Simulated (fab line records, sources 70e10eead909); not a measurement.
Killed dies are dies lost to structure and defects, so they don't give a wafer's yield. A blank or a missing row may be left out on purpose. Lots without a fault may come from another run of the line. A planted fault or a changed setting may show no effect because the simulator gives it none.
fab line records | flow nand_harc
record lots=13 wafers=37 last_day=25
route steps=1159 shown A_BONDPAD@1086 THIN_TSV@1129 END@1159
lots that met no fault: from a run of the same line without faults
start_h: hours from the record's first day to the start of the lot's first wafer shown | wait_h: hours since the lot's step before | " the same as in the row above | L1.1+2: a row that stands for several wafers | - no value, or no start given | * or withheld: withheld | < > ~ a bound
route shown NAME@n: a module of which the file shows steps, and the number in the route of the first | usual: mean/standard deviation of fault-free wafers | same: alike in all rows | chamber/n: place in a boat | sites: the reading at each site | _std_site: their standard deviation | _edge_site: outer sites' mean less inner sites' | radius_mm: how far each site lies from the wafer's centre | mask NAME#n: copy n | behind: the tool/chamber that last shaped the wafer | hold: why the lot was held/for how many hours/how that ended | device: the transistor (n, p or np) that didn't switch | end of line: the same wafers' tests at the end of the route | a step without rows: its recipe alone | killed: dies lost to structure and defects at the first sort, not the wafer's yield | map: a wafer's dies, x killed, . not, _ none there
set.NAME: the setting as run; set.NAME@STEP: as run at that earlier step | model.NAME: the simulator's own value behind a step, which no gauge read
steps of the route over a sample of lots; a table a step, a row a wafer
services: from which hour (start_h, from the record's first day; less than 0 if before it) a tool's chamber was out of use, for how many hours, and why
## steps
# step NHARC_A_BONDPAD_ECD_18
# recipe target_thk_a=4000 bath_temp_c=25 material=Cu
# usual bath_temp_c=25.01/0.099
# columns lot.wafer tool chamber start_h wait_h bath_temp_c
L254.2 ecd_cu-02 0 418.84 - 25.14
L254.1 " 1 " " 25.03
L254.5 " 0 " " 25.12
L253.4 ecd_cu-01 1 419.29 - 25.10
L253.6 " 0 " " 24.86
L253.5 " 1 " " 25.03
L252.2 ecd_cu-01 1 422.07 - 24.89
L252.1 " 0 " " 24.98
L252.6 " 1 " " 25.05
L257.1 ecd_cu-02 1 433.14 - 25.08
L257.3 " 1 " " 25.05
L257.4 " 0 " " 25.05
L258.3 ecd_cu-02 1 437.03 - 24.98
L258.6 " 0 " " 24.97
L258.5 " 1 " " 25.28
L255.1 ecd_cu-01 0 446.81 - 24.97
L255.6 " 0 " " 25.06
L255.5 " 1 " " 24.88
L256.2 ecd_cu-02 1 451.08 - 24.96
L256.4 " 0 " " 25.10
L256.3 " 1 " " 25.11
L261.1 ecd_cu-02 0 463.67 - 25.01
L266.4 ecd_cu-01 1 481.96 - 25.13
L266.6 " 1 " " 25.09
L266.5 " 0 " " 24.89
L263.2 ecd_cu-01 0 482.22 - 25.02
L263.1 " 1 " " 25.15
L263.4 " 1 " " 24.91
L265.1 ecd_cu-01 1 518.24 - 25.10
L265.2 " 0 " " 24.94
L265.4 " 0 " " 24.98
L274.2 ecd_cu-01 0 545.79 - 25.00
L274.1 " 1 " " 24.98
L274.4 " 0 " " 25.04
L275.2 ecd_cu-01 1 551.75 - 24.88
L275.1 " 0 " " 24.84
L275.4 " 1 " " 24.86
# step NHARC_THIN_TSV_PVD_19
# recipe target_thk_a=200 chamber_pressure_pa=5 material=TaN
# usual throttle_valve_pct=30.2/0.81
# columns lot.wafer tool chamber start_h wait_h throttle_valve_pct
L254.1 pvd_sputter-03 - - - 29.9
L254.2 " - " " 30.5
L254.5 " - " " 29.8
L252.2 pvd_sputter-03 - - - 30.2
L252.1 " - " " 30.1
L252.6 " - " " 30.2
L253.4 pvd_sputter-03 - - - 30.1
L253.6 " - " " 29.7
L253.5 " - " " 30.3
L257.1 pvd_sputter-02 - - - 30.4
L257.3 " - " " 30.6
L257.4 " - " " 28.8
L258.3 pvd_sputter-01 - - - 32.0
L258.5 " - " " 32.0
L258.6 " - " " 29.1
L255.1 pvd_sputter-01 - - - 29.0
L255.5 " - " " 29.3
L255.6 " - " " 30.2
L256.3 pvd_sputter-02 - - - 30.2
L256.2 " - " " 30.5
L256.4 " - " " 28.7
L261.1 pvd_sputter-03 - - - 29.7
L266.4 pvd_sputter-03 - - - 30.0
L266.5 " - " " 30.7
L266.6 " - " " 30.8
L263.1 pvd_sputter-03 - - - 30.6
L263.2 " - " " 30.5
L263.4 " - " " 30.3
L265.1 pvd_sputter-03 - - - 31.0
L265.2 " - " " 29.8
L265.4 " - " " 30.7
L274.4 pvd_sputter-02 - - - 30.5
L274.2 " - " " 29.8
L274.1 " - " " 28.9
L275.2 pvd_sputter-02 - - - 30.4
L275.1 " - " " 29.9
L275.4 " - " " 28.4
# step NHARC_THIN_TSV_CD_MEAS_33
# recipe target_cd_nm=5000 landing_energy_ev=500
# usual cd_nm=5000.7/2.1
# columns lot.wafer tool chamber start_h wait_h cd_nm
L254.1 cd_sem-01 0 446.21 - 5000.8
L254.2 " 0 " " 5001.4
L254.5 " 0 " " 5000.0
L252.1 cd_sem-03 0 447.67 - 4999.2
L252.2 " 0 " " 5002.7
L252.6 " 0 " " 4997.8
L253.4 cd_sem-02 0 450.87 - 5000.7
L253.5 " 0 " " 5004.7
L253.6 " 0 " " 5001.5
L257.1 cd_sem-02 0 455.87 - 4999.5
L257.3 " 0 " " 4998.6
L257.4 " 0 " " 4997.5
L258.3 cd_sem-01 0 457.92 - 5002.0
L258.5 " 0 " " 5002.5
L258.6 " 0 " " 4999.0
L255.1 cd_sem-03 0 467.32 - 4999.4
L255.5 " 0 " " 5000.6
L255.6 " 0 " " 5001.5
L256.2 cd_sem-01 0 474.58 - 5000.1
L256.3 " 0 " " 4997.3
L256.4 " 0 " " 4997.1
L261.1 cd_sem-02 0 484.27 - 4998.9
L266.4 cd_sem-01 0 500.04 - 4997.8
L266.5 " 0 " " 5001.0
L266.6 " 0 " " 4999.2
L263.1 cd_sem-03 0 502.35 - 5000.3
L263.2 " 0 " " 5003.4
L263.4 " 0 " " 5000.8
L265.1 cd_sem-02 0 540.92 - 5003.7
L265.2 " 0 " " 5001.1
L265.4 " 0 " " 5000.8
L274.1 cd_sem-01 0 565.82 - 4997.6
L274.2 " 0 " " 4998.8
L274.4 " 0 " " 5000.3
L275.1 cd_sem-03 0 571.85 - 5002.7
L275.2 " 0 " " 4999.4
L275.4 " 0 " " 5003.4
# step NHARC_THIN_TSV_ETCH_59
# recipe target_depth_a=8800 icp_w=900 bias_w=100 Cl2_flow_sccm=60 bcl3_flow_sccm=30 time_s=138.1 chemistry=Cl2/BCl3
# usual drypump_motor_current_A=5.8/0.56 oes_product_au=1.000/0.0077 throttle_valve_pct=22.264/0.0087
# columns lot.wafer tool chamber start_h wait_h drypump_motor_current_A oes_product_au rf_hours_counter_h throttle_valve_pct
L254.1 rie_metal-01 1 446.51 0.1 5.7 1.008 2.8 22.274
L254.2 " 0 " " 6.5 1.010 2.8 22.264
L254.5 " 1 " " 5.7 1.015 - 22.247
L252.1 rie_metal-03 1 447.98 0.1 5.7 1.001 4.3 22.244
L252.2 " 0 " " 5.1 1.007 4.3 22.268
L252.6 " 1 " " 5.7 1.004 - 22.254
L253.4 rie_metal-03 1 451.25 0.2 5.7 1.005 - 22.269
L253.5 " 0 " " 5.1 1.006 - 22.269
L253.6 " 1 " " 5.7 0.997 - 22.258
L257.1 rie_metal-01 0 456.18 0.1 6.5 0.995 3.3 22.286
L257.3 " 0 " " 6.6 0.999 - 22.265
L257.4 " 1 " " 5.7 1.012 - 22.272
L258.3 rie_metal-02 0 458.38 0.3 6.4 0.994 - 22.241
L258.5 " 0 " " 6.4 1.000 - 22.271
L258.6 " 0 " " 6.3 0.999 - 22.263
L255.1 rie_metal-01 1 467.61 0.1 5.7 1.014 3.8 22.263
L255.5 " 1 " " 5.7 1.022 - 22.265
L255.6 " 0 " " 6.6 1.004 - 22.246
L256.2 rie_metal-01 0 474.90 0.1 6.5 1.003 4.3 22.270
L256.4 " 0 " " 6.5 1.003 - 22.252
L256.3 " 1 " " 5.7 1.013 - 22.283
L261.1 rie_metal-01 1 484.59 0.1 5.7 1.006 4.5 22.248
L266.4 rie_metal-01 0 500.42 0.2 6.5 1.001 - 22.260
L266.6 " 1 " " 5.7 1.005 - 22.264
L266.5 " 0 " " 6.5 0.999 - 22.276
L263.1 rie_metal-03 1 502.67 0.1 5.8 0.992 0.7 22.267
L263.2 " 0 " " 5.1 0.993 0.7 22.258
L263.4 " 0 " " 5.1 0.988 - 22.262
L265.2 rie_metal-01 1 541.21 0.1 5.7 0.988 0.3 22.261
L265.1 " 0 " " 6.5 0.996 0.3 22.245
L265.4 " 1 " " 5.7 1.001 - 22.275
L274.1 rie_metal-03 0 566.11 0.1 5.1 1.005 2.8 22.272
L274.2 " 0 " " 5.1 0.993 - 22.276
L274.4 " 0 " " 5.1 0.990 - 22.279
L275.1 rie_metal-03 0 572.14 0.1 5.1 1.001 3.7 22.263
L275.2 " 0 " " 5.1 1.004 - 22.267
L275.4 " 0 " " 5.1 1.003 - 22.252
# step NHARC_END_SORT_01
# recipe temp_c=25
# usual killed_at_array=28/11 killed_at_other=0.5/0.85 killed_at_periphery=2.7/1.9 killed_dies=32/12 killed_open=3.3/1.6 killed_short=2.1/1.5
# same gross_dies=677
# columns lot.wafer tool chamber start_h wait_h killed_at_array killed_at_other killed_at_periphery killed_dies killed_open killed_short
L256.2 prober-01 0 489.13 2.8 481 0 3 484 2 2
L256.3 prober-01 0 489.93 3.1 501 0 2 503 0 0
L256.4 prober-01 0 490.73 3.4 15 0 5 20 2 1
# killed by level:class
L256.2 A_BONDPAD:unspecified=468 A_SLIT:chamber_film_flake=7 A_WL_FILL:chamber_film_flake=2 P_GATE:geometric_particle:open=1 A_ONON_D1:geometric_particle:short=1 A_WL_FILL:geometric_particle:short=1 A_M0:geometric_particle:open=1 P_ZERO_WELL:chamber_film_flake=1
L256.3 A_BONDPAD:unspecified=486 A_SLIT:chamber_film_flake=9 A_CHANNEL_HOLE_D1:chamber_film_flake=5 P_BONDPAD:chamber_film_flake=2 A_STAIRCASE:chamber_film_flake=1
L256.4 A_SLIT:chamber_film_flake=8 P_BONDPAD:chamber_film_flake=3 A_CHANNEL_FILL_D1:geometric_particle:open=2 A_STAIRCASE:chamber_film_flake=2 A_CHANNEL_HOLE_D1:geometric_particle:short=1 P_ZERO_WELL:chamber_film_flake=1 P_GATE:chamber_film_flake=1 A_CHANNEL_HOLE_D1:chamber_film_flake=1
## services
# columns tool chamber start_h hours kind
pvd_sputter-02 - 415.97 2.9 repair
ecd_cu-01 - 448.00 8.0 pm
rie_metal-02 1 449.15 17.2 repair
rie_metal-03 - 453.25 9.0 pm
pvd_sputter-03 - 458.00 10.0 pm
rie_metal-01 - 464.64 0.2 repair
pvd_sputter-02 - 487.12 0.6 repair
rie_metal-02 - 491.32 1.2 repair
ecd_cu-01 - 492.89 0.9 repair
rie_metal-01 - 509.00 9.0 pm
rie_metal-01 0 509.00 9.0 vent_cycle
rie_metal-01 1 509.00 9.0 vent_cycle
pvd_sputter-03 - 509.94 3.9 repair
pvd_sputter-01 - 514.00 10.0 pm
rie_metal-01 0 518.00 - clean
rie_metal-01 1 518.00 - clean
pvd_sputter-02 - 521.46 2.7 repair
ecd_cu-02 - 532.56 8.0 pm
ecd_cu-02 - 544.13 0.9 repair
pvd_sputter-02 - 546.47 12.8 repair
ecd_cu-02 - 550.82 2.7 repair
pvd_sputter-01 - 553.47 0.7 repair
rie_metal-02 - 565.00 9.0 pm
pvd_sputter-02 - 570.02 10.0 pm
## key
first_sign step=NHARC_END_SORT_01 reading=killed_at_array direction=up sigmas=41 usual=28 struck=491
effect step=NHARC_END_SORT_01 reading=killed_dies direction=up sigmas=39 usual=32 struck=494
more_kills_born_at NHARC_A_BONDPAD_ECD_18@ecd_cu-02=954
met_at NHARC_A_BONDPAD_ECD_18
struck_lots L256
struck_wafers L256.2,L256.3
not_acting_at NHARC_THIN_TSV_PVD_19,NHARC_THIN_TSV_CD_MEAS_33,NHARC_THIN_TSV_ETCH_59
onset_between 437.03 451.08
fault kind=chamber_particle_source tool=ecd_cu-02 chamber=1 onset_h=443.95 steps=NHARC_A_BONDPAD_ECD_18 rate_per_visit_cm2=1.4177
